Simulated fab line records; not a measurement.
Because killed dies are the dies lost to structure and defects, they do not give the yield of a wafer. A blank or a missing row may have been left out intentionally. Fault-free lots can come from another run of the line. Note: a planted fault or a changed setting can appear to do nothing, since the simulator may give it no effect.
The tool behind it: which one? | flow nand harc | 12 lots with 36 wafers sampled at 5 steps, on a route of 1159 steps

## WHAT THE GAUGES READ, wafer by wafer
NHARC_P_ZERO_WELL_CD_MEAS_11: target cd 500 nm.
lot  | measured    | on        | cd nm (nm)
L857 | day 2 01:08 | cd sem-01 | 498.6 500.1 499.5
L860 | day 2 19:15 | cd sem-01 | 498.1 498.1 498.8
L861 | day 3 01:07 | cd sem-01 | 498.0 498.7 496.8
L864 | day 3 19:14 | cd sem-01 | 497.8 498.5 496.5
L865 | day 4 01:14 | cd sem-03 | 500.1 500.2 500.6
L866 | day 4 07:08 | cd sem-01 | 500.0 500.2 497.4
L868 | day 4 19:14 | cd sem-02 | 501.8 502.4 500.6
L871 | day 5 13:16 | cd sem-02 | 497.6 498.4 497.6
L875 | day 6 13:15 | cd sem-02 | 501.2 501.5 502.3
L876 | day 6 19:14 | cd sem-02 | 499.4 500.5 499.6
L877 | day 7 01:15 | cd sem-02 | 498.4 500.3 496.7
L878 | day 7 07:15 | cd sem-01 | 500.9 498.6 499.0

NHARC_END_SORT_01.
lot  | measured     | on        | killed at array | killed at other | killed at periphery | killed dies | killed open | killed short
L857 | day 19 14:56 | prober-02 | 17 18 16        | 1 2 0           | 4 3 1               | 22 23 17    | 4 5 2       | 0 3 0
L860 | day 20 09:10 | prober-02 | 32 37 29        | 1 0 0           | 0 0 3               | 33 37 32    | 2 1 2       | 0 1 2
L861 | day 19 22:52 | prober-01 | 14 14 29        | 0 0 2           | 2 2 6               | 16 16 37    | 0 1 5       | 2 0 3
L864 | day 21 13:46 | prober-01 | 31 28 32        | 5 0 3           | 1 2 3               | 37 30 38    | 2 2 4       | 2 0 3
L865 | day 22 13:22 | prober-02 | 30 33 23        | 2 1 2           | 3 4 4               | 35 38 29    | 1 2 1       | 3 2 2
L866 | day 21 14:36 | prober-02 | 14 12 8         | 0 0 0           | 5 7 4               | 19 19 12    | 3 4 2       | 4 3 0
L868 | day 22 19:32 | prober-01 | 30 40 28        | 2 0 0           | 7 8 0               | 39 48 28    | 4 5 4       | 1 2 0
L871 | day 23 15:52 | prober-02 | 12 18 10        | 0 0 3           | 5 4 0               | 17 22 13    | 2 6 1       | 2 3 1
L875 | day 23 16:56 | prober-01 | 40 30 25        | 0 0 0           | 3 2 0               | 43 32 25    | 5 5 2       | 2 3 2
L876 | day 24 08:28 | prober-01 | 14 13 15        | 0 1 1           | 6 3 1               | 20 17 17    | 5 2 2       | 2 3 3
L877 | day 24 16:11 | prober-02 | 25 22 19        | 0 0 0           | 4 5 4               | 29 27 23    | 3 6 4       | 4 1 3
L878 | day 24 20:52 | prober-01 | 18 15 21        | 0 0 0           | 4 6 3               | 22 21 24    | 1 2 5       | 2 2 0

## WHICH TOOL RAN EACH LOT (tool, then ch and the chambers of the sampled wafers, then the start)
lot  | NHARC_P_ZERO_WELL_SOFTBAKE_06    | NHARC_P_ZERO_WELL_ETCH_65         | NHARC_P_ZERO_WELL_DESCUM_26
L857 | litho track-03 ch 0, day 2 00:00 | rie diel-10 ch 1,2,3, day 2 01:23 | rie diel-02 ch 0,1,3, day 2 02:33
L860 | litho track-07 ch 0, day 2 18:00 | rie diel-10 ch 0,1,3, day 2 19:29 | rie diel-09 ch 0,1, day 2 20:46
L861 | litho track-03 ch 0, day 3 00:00 | rie diel-09 ch 0,1, day 3 01:22   | rie diel-09 ch 0,2,3, day 3 02:38
L864 | litho track-03 ch 0, day 3 18:00 | rie diel-02 ch 0,1,3, day 3 19:29 | rie diel-02 ch 0,1,3, day 3 20:46
L865 | litho track-05 ch 0, day 4 00:00 | rie diel-09 ch 0,2, day 4 01:29   | rie diel-09 ch 1,2, day 4 02:49
L866 | litho track-07 ch 0, day 4 06:00 | rie diel-10 ch 0,1,3, day 4 07:22 | rie diel-10 ch 0,1,2, day 4 08:32
L868 | litho track-03 ch 0, day 4 18:00 | rie diel-09 ch 0,1,2, day 4 19:29 | rie diel-10 ch 1,3, day 4 20:46
L871 | litho track-07 ch 0, day 5 12:00 | rie diel-02 ch 0,1,2, day 5 13:31 | rie diel-09 ch 0,1,2, day 5 14:43
L875 | litho track-03 ch 0, day 6 12:00 | rie diel-02 ch 1,2,3, day 6 13:29 | rie diel-02 ch 0,2, day 6 14:46
L876 | litho track-03 ch 0, day 6 18:00 | rie diel-10 ch 1,2,3, day 6 19:29 | rie diel-09 ch 0,2,3, day 6 20:39
L877 | litho track-05 ch 0, day 7 00:00 | rie diel-09 ch 1,2, day 7 01:29   | rie diel-10 ch 1,2, day 7 02:37
L878 | litho track-05 ch 0, day 7 06:00 | rie diel-09 ch 0,1,3, day 7 07:31 | rie diel-09 ch 2,3, day 7 08:38
- NHARC_P_ZERO_WELL_SOFTBAKE_06: time 70 s.
- NHARC_P_ZERO_WELL_ETCH_65: etches the open film in N2/H2, target depth 80 nm, overetch 24 nm, time 87.88 s.
- NHARC_P_ZERO_WELL_DESCUM_26: chemistry O2, time 3 s.

## AS READ BY THE TOOLS THEMSELVES (means over the sampled wafers that have a number; for cases with no such wafer, the mark the record gives instead)
NHARC_P_ZERO_WELL_SOFTBAKE_06.
lot  | tool           | heater power total W (W)
L857 | litho track-03 | 200.8
L860 | litho track-07 | 201.7
L861 | litho track-03 | 201.2
L864 | litho track-03 | 200.4
L865 | litho track-05 | 201.4
L866 | litho track-07 | 200.5
L868 | litho track-03 | 200.7
L871 | litho track-07 | 201.1
L875 | litho track-03 | 217.8
L876 | litho track-03 | 207.4
L877 | litho track-05 | 202.0
L878 | litho track-05 | 200.8

NHARC_P_ZERO_WELL_ETCH_65.
lot  | tool        | chamber pressure mTorr (mTorr) | drypump motor current A (A) | oes product au (a.u.) | rf vpp V (V) | showerhead plenum p Torr (Torr) | throttle valve pct (%)
L857 | rie diel-10 | 29.979                         | 5.7                         | 1.004                 | 431.4        | 2.08                            | 14.174
L860 | rie diel-10 | 30.023                         | 5.8                         | 1.002                 | 432.3        | 2.11                            | 14.170
L861 | rie diel-09 | 29.990                         | 5.1                         | 1.006                 | 430.7        | 2.07                            | 14.160
L864 | rie diel-02 | 30.003                         | 5.5                         | 0.986                 | 430.9        | 2.07                            | 14.166
L865 | rie diel-09 | 30.007                         | 5.6                         | 0.991                 | 428.5        | 1.95                            | 14.171
L866 | rie diel-10 | 30.000                         | 5.8                         | 0.996                 | 433.0        | 2.11                            | 14.172
L868 | rie diel-09 | 29.989                         | 5.5                         | 1.002                 | 428.8        | 2.00                            | 14.164
L871 | rie diel-02 | 29.985                         | 5.5                         | 1.007                 | 431.6        | 2.07                            | 14.165
L875 | rie diel-02 | 29.987                         | 5.6                         | 0.986                 | 431.4        | 2.09                            | 14.169
L876 | rie diel-10 | 30.011                         | 5.7                         | 1.002                 | 431.5        | 2.07                            | 14.170
L877 | rie diel-09 | 30.008                         | 5.5                         | 1.001                 | 431.4        | 2.06                            | 14.178
L878 | rie diel-09 | 29.987                         | 5.5                         | 0.997                 | 431.1        | 2.02                            | 14.180

NHARC_P_ZERO_WELL_DESCUM_26.
lot  | tool        | chamber pressure mTorr (mTorr) | drypump motor current A (A) | oes product au (a.u.) | rf vpp V (V) | showerhead plenum p Torr (Torr) | throttle valve pct (%)
L857 | rie diel-02 | 59.99                          | 5.5                         | 0.988                 | 58.8         | 1.94                            | 11.313
L860 | rie diel-09 | 59.96                          | 5.1                         | 0.990                 | 57.8         | 1.94                            | 11.313
L861 | rie diel-09 | 59.98                          | 5.9                         | 0.988                 | 57.1         | 1.84                            | 11.317
L864 | rie diel-02 | 60.03                          | 5.5                         | 0.992                 | 58.5         | 1.94                            | 11.310
L865 | rie diel-09 | 59.98                          | 5.5                         | 0.992                 | 57.4         | 1.92                            | 11.311
L866 | rie diel-10 | 59.98                          | 5.8                         | 1.005                 | 57.9         | 1.95                            | 11.312
L868 | rie diel-10 | 60.01                          | 5.7                         | 1.002                 | 58.9         | 1.98                            | 11.315
L871 | rie diel-09 | 59.97                          | 5.6                         | 0.997                 | 57.7         | 1.88                            | 11.309
L875 | rie diel-02 | 60.01                          | 5.8                         | 0.998                 | 58.0         | 1.90                            | 11.302
L876 | rie diel-09 | 59.92                          | 5.9                         | 1.004                 | 56.8         | 1.84                            | 11.316
L877 | rie diel-10 | 60.01                          | 5.5                         | 1.004                 | 58.3         | 1.97                            | 11.306
L878 | rie diel-09 | 59.95                          | 6.3                         | 1.008                 | 58.2         | 1.83                            | 11.303

## THE ANSWER, worked out from the rows above alone
Rule: what is usual is taken from the lots themselves. The widest of any qualifying gaps counts: lots, ordered by their means at a reading, are off when they make up no more than a third of the lots, leave a main group of 4 or more, and stand apart from it by 3 or more times the standard deviation of that group's means. A main group whose means are all the same, to the digits that the tables above print for the reading, isn't used. A lot without any number at a reading at which 4 lots or more have one is off too. The other lots that the step has rows for count as sound. Order of review: gauges by route order, followed by the tools' own readings, for which a lot's mean as printed above is used. At the first step where some lot is off, the reading lying furthest off is the one used; lots without a number count as furthest.
Off: L875, L876, at NHARC_P_ZERO_WELL_SOFTBAKE_06 (heater power total W). Main group: mean 201.1 W, sd 0.49.
If a tool, at that step or one of the process steps before it, ran each lot that is off and ran no sound lot following the first of them, it fits. One fits: NHARC_P_ZERO_WELL_SOFTBAKE_06 on litho track-03. Its last sound lot is L868 (day 4 18:00), its first lot that is off L875 (day 6 12:00): a fault that began between those two fits.
On the lots that are off, the tool's own readings at NHARC_P_ZERO_WELL_SOFTBAKE_06 differ by more than 5 times the standard deviation of the sound lots' means, which bears it out; heater power total W reads 212.6 W there versus 201.1 W on the sound lots.

## WHAT WAS PUT IN BY THE SIMULATOR
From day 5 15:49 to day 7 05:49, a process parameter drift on litho track-03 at NHARC_P_ZERO_WELL_SOFTBAKE_06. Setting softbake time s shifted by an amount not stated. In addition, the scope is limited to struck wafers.
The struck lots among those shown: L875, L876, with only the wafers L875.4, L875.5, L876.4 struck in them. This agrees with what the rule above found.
